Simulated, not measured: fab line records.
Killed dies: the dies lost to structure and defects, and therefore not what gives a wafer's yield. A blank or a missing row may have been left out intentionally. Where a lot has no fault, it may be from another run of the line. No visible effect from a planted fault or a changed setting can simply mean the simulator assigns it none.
fab line records    flow nand_harc
[record] lots = 12  wafers = 36  last_day = 33
route steps=1302 shown A_CONTACT@1079 END@1302
lots untouched by any fault: they come from a run of this same line in which no faults occurred
start_h: start of the lot's first displayed wafer, in hours after the record's first day    wait_h: hours from the lot's prior step to this one    " unchanged from the row above    L1.1+2: several wafers, shown together as one row    - no value present, or no start provided    * or withheld: withheld    < > ~ a bound
route shown NAME@n: a module of which the file shows steps, and the number in the route of the first    usual: the fault-free wafers' mean and standard deviation    same: alike in all rows    chamber/n: place in a boat    sites: readings site by site    _std_site: standard deviation across them    _edge_site: the outer-site mean with the inner-site mean subtracted    radius_mm: for every site, how far away it sits from the centre of the wafer    mask NAME#n: copy n    behind: the tool/chamber that last shaped the wafer    hold: what put the lot on hold/how long, in hours/how the hold closed    device: the n, p or np transistor that did not switch    end of line: the same wafers' tests at the end of the route    where a step has no rows: the recipe by itself    killed: at the first sort, the dies lost to defects and structure; wafer yield is something else    map: a wafer's dies, x killed, . not, _ none there
set.NAME: the run value of the setting; set.NAME@STEP: its run value at that earlier step    model.NAME: the simulator's own value behind a step, which no gauge read
route steps across a sampled set of lots; one table per step, one row per wafer
services: from which hour (start_h, from the record's first day; less than 0 if before it) a tool's chamber was out of use, for how many hours, and why
[[steps]]
[step NHARC_A_CONTACT_OVL_MEAS_09]
[usual] overlay_x_nm = -0.1/0.9  overlay_y_nm = 0.1/0.95
lot.wafer  tool        chamber  start_h  wait_h  overlay_x_nm  overlay_y_nm
L619.1     overlay-01  -        532.19   -       0.2           -0.6
L619.4     "           -        "        "       -0.1          -0.9
L619.5     "           -        "        "       0.2           -0.6
L620.1     overlay-02  -        541.38   -       0.3           0.6
L620.3     "           -        "        "       0.3           0.6
L620.4     "           -        "        "       0.6           0.8
L624.1     overlay-01  -        569.76   -       -2.0          -1.7
L624.2     "           -        "        "       -1.5          -1.3
L624.3     "           -        "        "       -1.7          -1.6
L626.1     overlay-02  -        594.49   -       0.2           -0.6
L626.3     "           -        "        "       0.3           -1.2
L626.4     "           -        "        "       0.2           -0.8
L627.2     overlay-01  -        617.05   -       0.2           -1.2
L627.4     "           -        "        "       0.8           -0.2
L627.5     "           -        "        "       0.4           -1.0
L633.1     overlay-02  -        661.85   -       1.0           0.1
L633.2     "           -        "        "       0.6           0.6
L633.6     "           -        "        "       0.5           0.2
L636.1     overlay-01  -        681.68   -       -0.6          2.0
L636.2     "           -        "        "       -0.8          2.4
L636.6     "           -        "        "       -1.0          2.1
L637.1     overlay-01  -        695.07   -       2.5           0.3
L637.5     "           -        "        "       2.1           -0.1
L637.6     "           -        "        "       2.7           0.6
L639.1     overlay-02  -        710.90   -       -0.1          1.1
L639.3     "           -        "        "       0.1           0.9
L639.5     "           -        "        "       -0.6          0.4
L640.1     overlay-01  -        712.48   -       -0.2          -1.1
L640.2     "           -        "        "       -0.1          -0.8
L640.4     "           -        "        "       0.2           -1.1
L638.1     overlay-02  -        724.95   -       0.2           -1.2
L638.4     "           -        "        "       0.5           -1.2
L638.6     "           -        "        "       0.3           -1.1
L641.1     overlay-02  -        737.36   -       0.3           -1.0
L641.4     "           -        "        "       0.6           0.0
L641.6     "           -        "        "       0.3           -0.8
[step NHARC_A_CONTACT_ETCH_89]
[recipe] target_depth_a = 2600  over_etch_frac = 0.3  time_s = 475.3  ion_energy_ev = 200  n2_flow_sccm = 150  h2_flow_sccm = 150  ar_flow_sccm = 0  rf_w = 400  bias_w = 150  chemistry = N2/H2
[usual] bias_w = 149.9/0.47  chamber_pressure_mTorr = 30.001/0.029  drypump_motor_current_A = 5.7/0.37  oes_product_au = 0.999/0.014  rf_vpp_V = 429.8/2.6  showerhead_plenum_p_Torr = 2.01/0.089  throttle_valve_pct = 14.170/0.0086
lot.wafer  tool         chamber  start_h  wait_h  bias_w  chamber_pressure_mTorr  drypump_motor_current_A  oes_product_au  rf_hours_counter_h  rf_vpp_V  showerhead_plenum_p_Torr  throttle_valve_pct
L619.4     rie_diel-03  3        532.53   -       149.8   30.033                  5.9                      0.985           26                  429.7     1.95                      14.180
L619.1     "            0        "        "       149.5   29.989                  6.1                      0.993           22                  428.4     1.94                      14.175
L619.5     "            2        "        "       150.7   29.982                  6.0                      1.006           -                   433.4     2.07                      14.165
L620.3     rie_diel-12  0        541.69   -       149.4   29.977                  4.9                      0.985           16                  427.5     1.95                      14.166
L620.1     "            3        "        "       149.8   30.010                  5.9                      0.989           15                  431.3     2.11                      14.165
L620.4     "            0        "        "       150.0   30.009                  4.9                      0.992           -                   428.6     1.95                      14.174
L624.2     rie_diel-06  3        570.04   -       150.1   29.999                  5.4                      0.990           26                  434.2     2.19                      14.184
L624.1     "            1        "        "       150.3   29.982                  4.8                      1.030           28                  429.0     1.96                      14.159
L624.3     "            2        "        "       150.2   29.980                  5.7                      0.989           26                  433.8     2.18                      14.164
L626.3     rie_diel-12  2        594.77   -       149.4   29.993                  5.7                      1.028           20                  425.7     1.90                      14.168
L626.4     "            3        "        "       150.5   30.003                  5.9                      0.992           22                  432.1     2.11                      14.170
L626.1     "            1        "        "       149.2   29.962                  6.0                      0.998           19                  428.5     2.01                      14.173
L627.2     rie_diel-12  3        617.35   -       149.9   29.996                  6.0                      1.011           26                  432.5     2.11                      14.182
L627.4     "            1        "        "       150.6   30.025                  6.0                      1.003           23                  430.7     2.01                      14.169
L627.5     "            2        "        "       150.5   30.048                  5.7                      1.026           -                   426.7     1.90                      14.177
L633.2     rie_diel-03  2        662.28   -       148.8   30.022                  6.1                      0.981           7                   430.8     2.06                      14.162
L633.1     "            0        "        "       150.4   29.978                  6.1                      1.007           7                   427.7     1.93                      14.173
L633.6     "            0        "        "       149.6   29.996                  6.1                      1.009           -                   428.1     1.93                      14.160
L636.1     rie_diel-12  0        681.95   -       -       -                       -                        -               -                   -         -                         -
L636.2     "            1        "        "       -       -                       -                        -               -                   -         -                         -
L636.6     "            0        "        "       -       -                       -                        -               -                   -         -                         -
L637.1     rie_diel-03  3        695.38   -       -       -                       -                        -               -                   -         -                         -
L637.6     "            2        "        "       -       -                       -                        -               -                   -         -                         -
L637.5     "            3        "        "       -       -                       -                        -               -                   -         -                         -
L639.3     rie_diel-12  2        711.17   -       149.4   30.019                  5.7                      1.017           18                  427.0     1.89                      14.175
L639.1     "            0        "        "       149.8   29.954                  4.9                      1.013           16                  428.7     1.94                      14.162
L639.5     "            3        "        "       149.4   29.993                  5.9                      0.990           -                   431.8     2.10                      14.163
L640.1     rie_diel-06  3        712.75   -       150.0   30.032                  5.4                      1.016           15                  434.5     2.17                      14.183
L640.4     "            0        "        "       149.8   30.015                  5.5                      0.964           16                  433.4     2.15                      14.174
L640.2     "            1        "        "       150.8   29.958                  4.9                      1.002           16                  426.9     1.95                      14.178
L638.1     rie_diel-03  0        725.22   -       149.4   29.996                  6.1                      1.014           32                  427.2     1.92                      14.158
L638.4     "            1        "        "       149.9   29.976                  5.6                      1.000           21                  431.6     2.05                      14.161
L638.6     "            0        "        "       150.0   29.979                  6.1                      1.006           -                   428.5     1.92                      14.156
L641.4     rie_diel-12  0        737.67   -       150.5   30.017                  4.9                      1.014           18                  428.2     1.94                      14.165
L641.1     "            2        "        "       150.0   30.033                  5.7                      1.015           21                  428.3     1.89                      14.169
L641.6     "            0        "        "       150.5   30.051                  4.9                      1.009           -                   427.6     1.94                      14.160
[step NHARC_A_CONTACT_ETCH_136]
[recipe] source_w = withheld  pressure_mtorr = 20  bias_v = 1200  time_s = 311  target_depth_a = 19120  ar_flow_sccm = withheld  c4f8_flow_sccm = withheld  o2_flow_sccm = withheld  chemistry = C4F8/O2/Ar
[usual] chamber_pressure_mTorr = 20.001/0.018  oes_air_line_au = 1.000/0.021
lot.wafer  tool             chamber  start_h  wait_h  chamber_pressure_mTorr  oes_air_line_au  rf_hours_counter_h
L619.1     har_cap_etch-01  0        533.89   0.2     20.013                  0.996            4
L619.4     "                1        "        "       20.004                  1.024            -
L619.5     "                0        "        "       20.018                  1.009            -
L620.1     har_cap_etch-02  0        543.29   0.2     19.981                  0.996            96
L620.4     "                0        "        "       20.022                  0.992            -
L620.3     "                1        "        "       20.037                  0.987            -
L624.2     har_cap_etch-03  0        571.46   0.2     19.982                  1.000            57
L624.1     "                1        "        "       20.026                  0.995            57
L624.3     "                0        "        "       19.998                  0.993            -
L626.1     har_cap_etch-02  0        596.19   0.2     19.997                  0.981            103
L626.3     "                0        "        "       20.013                  0.999            -
L626.4     "                1        "        "       20.018                  0.985            -
L627.2     har_cap_etch-03  0        618.75   0.2     19.996                  0.980            61
L627.4     "                0        "        "       19.976                  0.996            -
L627.5     "                1        "        "       19.998                  1.026            -
L633.2     har_cap_etch-03  0        663.88   0.2     20.006                  0.984            71
L633.1     "                1        "        "       19.981                  0.958            71
L633.6     "                1        "        "       19.985                  0.974            -
L636.2     har_cap_etch-02  1        683.38   0.2     20.006                  1.019            123
L636.1     "                0        "        "       19.997                  1.011            123
L636.6     "                1        "        "       20.008                  0.992            -
L637.1     har_cap_etch-03  0        698.10   1.6     20.004                  1.015            78
L637.6     "                0        "        "       19.990                  1.028            -
L637.5     "                1        "        "       20.025                  1.008            -
L639.1     har_cap_etch-02  0        712.60   0.2     19.984                  0.988            129
L639.3     "                1        "        "       19.989                  0.963            -
L639.5     "                0        "        "       20.017                  0.990            -
L640.2     har_cap_etch-01  0        714.17   0.2     19.991                  0.989            39
L640.1     "                1        "        "       20.007                  1.051            39
L640.4     "                0        "        "       20.035                  0.980            -
L638.1     har_cap_etch-01  1        726.70   0.2     19.979                  0.991            40
L638.4     "                1        "        "       20.009                  0.967            -
L638.6     "                0        "        "       20.001                  1.007            -
L641.1     har_cap_etch-02  0        739.05   0.2     19.988                  0.966            132
L641.4     "                1        "        "       19.985                  0.954            -
L641.6     "                1        "        "       19.996                  0.954            -
[step NHARC_A_CONTACT_ETCH_137]
[recipe] source_w = withheld  pressure_mtorr = 20  bias_v = 1200  time_s = 311  target_depth_a = 19120  ar_flow_sccm = withheld  c4f8_flow_sccm = withheld  o2_flow_sccm = withheld  chemistry = C4F8/O2/Ar
[usual] chamber_pressure_mTorr = 19.999/0.018  oes_air_line_au = 1.002/0.021
lot.wafer  tool             chamber  start_h  wait_h  chamber_pressure_mTorr  oes_air_line_au  rf_hours_counter_h
L619.1     har_cap_etch-01  0        534.16   0.2     19.989                  0.981            4
L619.4     "                1        "        "       19.979                  0.983            -
L619.5     "                0        "        "       19.990                  1.001            -
L620.1     har_cap_etch-02  0        543.56   0.2     20.032                  0.998            96
L620.4     "                0        "        "       19.977                  0.973            -
L620.3     "                1        "        "       19.978                  1.021            -
L624.2     har_cap_etch-03  0        571.73   0.2     20.016                  1.010            57
L624.1     "                1        "        "       19.966                  0.995            57
L624.3     "                0        "        "       20.010                  1.010            -
L626.1     har_cap_etch-02  0        596.47   0.2     19.980                  0.990            103
L626.3     "                0        "        "       20.007                  0.987            -
L626.4     "                1        "        "       20.024                  1.004            -
L627.2     har_cap_etch-03  0        619.02   0.2     20.028                  0.963            62
L627.4     "                0        "        "       20.016                  1.027            -
L627.5     "                1        "        "       19.991                  0.968            -
L633.2     har_cap_etch-03  0        664.15   0.2     19.995                  1.012            71
L633.1     "                1        "        "       20.006                  1.019            71
L633.6     "                1        "        "       20.010                  1.025            -
L636.2     har_cap_etch-02  1        683.65   0.2     20.017                  1.020            123
L636.1     "                0        "        "       20.005                  0.979            123
L636.6     "                1        "        "       19.987                  1.031            -
L637.1     har_cap_etch-03  0        698.37   0.2     20.009                  0.996            78
L637.6     "                0        "        "       20.030                  0.977            -
L637.5     "                1        "        "       19.976                  1.019            -
L639.1     har_cap_etch-02  0        712.87   0.2     20.016                  1.007            129
L639.3     "                1        "        "       19.993                  1.003            -
L639.5     "                0        "        "       20.007                  0.989            -
L640.2     har_cap_etch-01  0        714.44   0.2     19.989                  0.991            39
L640.1     "                1        "        "       20.000                  0.981            39
L640.4     "                0        "        "       19.995                  1.026            -
L638.1     har_cap_etch-01  1        726.97   0.2     20.012                  1.012            40
L638.4     "                1        "        "       19.987                  0.996            -
L638.6     "                0        "        "       19.994                  0.973            -
L641.1     har_cap_etch-02  0        739.33   0.2     20.018                  1.015            132
L641.4     "                1        "        "       20.032                  0.993            -
L641.6     "                1        "        "       20.035                  1.010            -
[step NHARC_END_SORT_01]
[recipe] temp_c = 25
[usual] killed_at_array = 59/17  killed_at_other = 0.9/1.6  killed_at_periphery = 3.7/2.3  killed_dies = 64/17  killed_open = 3.3/1.8  killed_short = 2.4/1.6
[same] gross_dies = 677
lot.wafer  tool       chamber  start_h  wait_h  killed_at_array  killed_at_other  killed_at_periphery  killed_dies  killed_open  killed_short
L636.1     prober-01  0        729.94   2.5     669              5                3                    677          3            4
L636.2     prober-01  0        730.74   2.8     669              4                4                    677          2            4
L636.6     prober-01  0        733.96   4.0     673              0                4                    677          4            2
L637.1     prober-01  0        747.03   2.5     675              0                2                    677          4            2
L637.5     prober-01  0        750.25   3.7     673              0                4                    677          2            4
L637.6     prober-01  0        751.06   4.0     674              0                3                    677          5            3
// killed by level:class
L636.1 A_CONTACT:area_etch=593 A_CHANNEL_HOLE_D1:chamber_film_flake=32 A_CHANNEL_HOLE_D2:chamber_film_flake=25 A_CONTACT:chamber_film_flake=7 THIN_TSV:chamber_film_flake=5 A_SLIT:chamber_film_flake=2 A_DECK1_JOINT:chamber_film_flake=2 P_M0:geometric_particle:short=1
L636.2 A_CONTACT:area_etch=605 A_CHANNEL_HOLE_D1:chamber_film_flake=22 A_CHANNEL_HOLE_D2:chamber_film_flake=20 A_CONTACT:chamber_film_flake=10 THIN_TSV:chamber_film_flake=4 A_DECK1_JOINT:geometric_particle:short=2 P_M1:chamber_film_flake=2 A_SLIT:chamber_film_flake=2
L636.6 A_CONTACT:area_etch=590 A_CHANNEL_HOLE_D1:chamber_film_flake=38 A_CHANNEL_HOLE_D2:chamber_film_flake=21 A_CONTACT:chamber_film_flake=16 A_SLIT:chamber_film_flake=3 P_M1:chamber_film_flake=2 P_CONTACT:geometric_particle:short=1 A_ONON_D2:geometric_particle:open=1
L637.1 A_CONTACT:area_etch=633 A_CHANNEL_HOLE_D1:chamber_film_flake=32 A_SLIT:chamber_film_flake=2 P_M0:geometric_particle:short=1 P_M1:geometric_particle:open=1 A_CHANNEL_FILL_D1:geometric_particle:open=1 A_CHANNEL_HOLE_D2:geometric_particle:short=1 A_CHANNEL_FILL_D2:geometric_particle:open=1
L637.5 A_CONTACT:area_etch=639 A_CHANNEL_HOLE_D1:chamber_film_flake=25 A_CHANNEL_FILL_D1:geometric_particle:short=3 A_SLIT:chamber_film_flake=3 P_M1:chamber_film_flake=2 P_M0:geometric_particle:open=1 A_CONTACT:geometric_particle:open=1 A_M0:geometric_particle:short=1
L637.6 A_CONTACT:area_etch=635 A_CHANNEL_HOLE_D1:chamber_film_flake=28 A_CONTACT:chamber_film_flake=2 P_CONTACT:geometric_particle:short=1 A_SOURCE_PLATE:geometric_particle:open=1 A_CHANNEL_FILL_D1:geometric_particle:short=1 A_DECK1_JOINT:chamber_film_flake=1 A_DECK1_JOINT:geometric_particle:open=1
[[services]]
tool             chamber  start_h  hours  kind
rie_diel-06      3        508.98   12.6   repair
har_cap_etch-01  0        515.56   -      clean
har_cap_etch-01  0        515.56   -      consumable_replace:focus_ring
har_cap_etch-01  1        515.56   -      clean
har_cap_etch-01  1        515.56   -      consumable_replace:focus_ring
rie_diel-12      0        527.90   -      clean
rie_diel-12      1        527.90   -      clean
rie_diel-12      2        527.90   -      clean
rie_diel-12      3        527.90   -      clean
rie_diel-12      1        533.72   14.0   repair
har_cap_etch-01  -        559.47   4.6    repair
rie_diel-03      0        595.85   5.6    repair
rie_diel-06      -        597.52   0.5    repair
har_cap_etch-03  -        600.92   7.8    repair
rie_diel-12      -        622.40   9.0    pm
har_cap_etch-01  -        623.00   1.3    repair
har_cap_etch-03  -        623.94   0.4    repair
rie_diel-03      -        636.50   9.0    pm
rie_diel-03      1        650.83   17.3   repair
rie_diel-03      3        654.93   1.4    repair
rie_diel-06      -        661.44   9.0    pm
har_cap_etch-01  -        689.92   0.4    repair
rie_diel-03      3        696.21   2.9    repair
rie_diel-06      0        731.21   4.4    repair
[[key]]
[first_sign] step = NHARC_A_CONTACT_ETCH_89  reading = tool_record  direction = missing
[effect] step = NHARC_END_SORT_01  reading = killed_at_array  direction = up  sigmas = 37  usual = 59  struck = 672
[more_kills_born_at] NHARC_A_CONTACT_ETCH_89@rie_diel-03 = 1907  NHARC_A_CONTACT_ETCH_89@rie_diel-12 = 1788
met_at NHARC_A_CONTACT_ETCH_89
struck_lots L636,L637
later_rows_left_out L636.1,L636.2,L636.6,L637.1,L637.5,L637.6
tester_left_out L636,L637
not_acting_at NHARC_A_CONTACT_OVL_MEAS_09,NHARC_A_CONTACT_ETCH_136,NHARC_A_CONTACT_ETCH_137
onset_between 662.28 681.95
[fault] kind = skipped_step_whole  tool = rie_diel-03,rie_diel-12  chamber = -  onset_h = 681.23  steps = NHARC_A_CONTACT_ETCH_89  scope = struck_lots_only
// tester_left_out: of these lots the tester's yield and bins aren't shown, on N5 and GAA mostly nor the transistor test; their killed dies are dies lost to structure and defects alone, not to doping, threshold or leakage, so they don't give the yield
// later_rows_left_out: the simulator's readings of these wafers behind a module that went badly wrong aren't trusted and aren't shown, but for the sort
